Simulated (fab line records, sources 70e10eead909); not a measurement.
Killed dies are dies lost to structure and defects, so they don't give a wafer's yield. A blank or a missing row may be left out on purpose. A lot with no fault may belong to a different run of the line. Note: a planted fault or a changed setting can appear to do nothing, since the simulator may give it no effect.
Comparing a struck lot with a sound one ; flow nandHarc ; 15 steps out of a route of 1302
Sound: the wafers L360.1, L360.2, L360.6. Struck: wafer L352.4. (L352.3 of the same lot was not struck and is left out.) The cause comes at the end.
At each step with rows: each side's tool, then ch and its chambers, then its first start. Under that, the readings that differ: sound wafers ; struck wafers ; difference of the means ; sigmas: that difference in standard deviations of wafers without a fault.
alike: readings whose means differ by less than 2 such deviations, and words and numbers that are the same on both sides. not compared: withheld readings, readings that some wafer has no value for, bounds like >300 that may hide the same value, and numbers for which the record gives no deviation and whose values overlap.
A row with sigmas, a row that says differs or no value, or rows on one side alone: a step with any of these is where the two part. When numbers do not overlap yet have no deviation, they are printed without sigmas and do not part them. Lack of a reading on every wafer of one side parts them only where that side has two or more wafers.

first, 1 step without rows for these wafers: NHARC_A_ONON_D1_DEP_03 (target thk 1000 nm).
NHARC_A_ONON_D1_THK_MEAS_05: measures by ellipsometry.
  sound on filmMetro-01 at day 15 13:29; struck on filmMetro-01 at day 12 08:52
  alike: thkNm
next comes 1 step that has no rows for these wafers: NHARC_A_ONON_D1_DEP_06 (target thickness 1000 nm).
NHARC_A_ONON_D1_THK_MEAS_08: measures by ellipsometry.
  sound on filmMetro-01 at day 15 14:04; struck on filmMetro-01 at day 12 09:28
  alike: thkNm
next comes 1 step that has no rows for these wafers: NHARC_A_ONON_D1_DEP_09 (target thickness 1000 nm).
NHARC_A_ONON_D1_THK_MEAS_11: measures by ellipsometry.
  sound on filmMetro-02 at day 15 14:37; struck on filmMetro-01 at day 12 10:02
  alike: thkNm
next comes 1 step that has no rows for these wafers: NHARC_A_ONON_D1_DEP_12 (target thickness 1000 nm).
NHARC_A_ONON_D1_THK_MEAS_14: measures by ellipsometry.
  sound on filmMetro-01 at day 15 15:11; struck on filmMetro-02 at day 12 10:35
  alike: thkNm
then, 2 steps without rows for these wafers: NHARC_A_ONON_D1_ANNEAL_15 (time 3600 s); NHARC_A_ONON_D1_DEP_16 (target thk 1000 nm).
NHARC_A_ONON_D1_THK_MEAS_18: measures by ellipsometry.
  sound on filmMetro-01 at day 15 23:01; struck on filmMetro-01 at day 12 18:25
  alike: thkNm
NHARC_A_ONON_D1_DEP_19: target thk 1000 nm.
  sound on pecvdOnon-03 ch 0, day 15 23:04; struck on pecvdOnon-04 ch 0, day 12 18:35
  alike: n2FlowSccm
NHARC_A_ONON_D1_THK_MEAS_21: measures by ellipsometry.
  sound on filmMetro-01 at day 15 23:35; struck on filmMetro-01 at day 12 18:59
reading;sound;struck;difference;sigmas
thkNm (nm);1012 1013 1012;869;-143;-15
next comes 1 step that has no rows for these wafers: NHARC_A_ONON_D1_DEP_22 (target thickness 1000 nm).
-- the record jumps here: 16 days lie between the struck wafers' starts before and after (it left off in module A_ONON_D1 and takes up again in module END, whose first step shown is number 1302 of the route) --
NHARC_END_SORT_01:
  the record has rows for the struck wafers here (prober-02 ch 0, day 29 06:22) and none for the sound ones

== WHERE THEY PART ==
At NHARC_A_ONON_D1_THK_MEAS_21 first; at NHARC_END_SORT_01 last (within this record only).

WHY: what had been put in by the simulator
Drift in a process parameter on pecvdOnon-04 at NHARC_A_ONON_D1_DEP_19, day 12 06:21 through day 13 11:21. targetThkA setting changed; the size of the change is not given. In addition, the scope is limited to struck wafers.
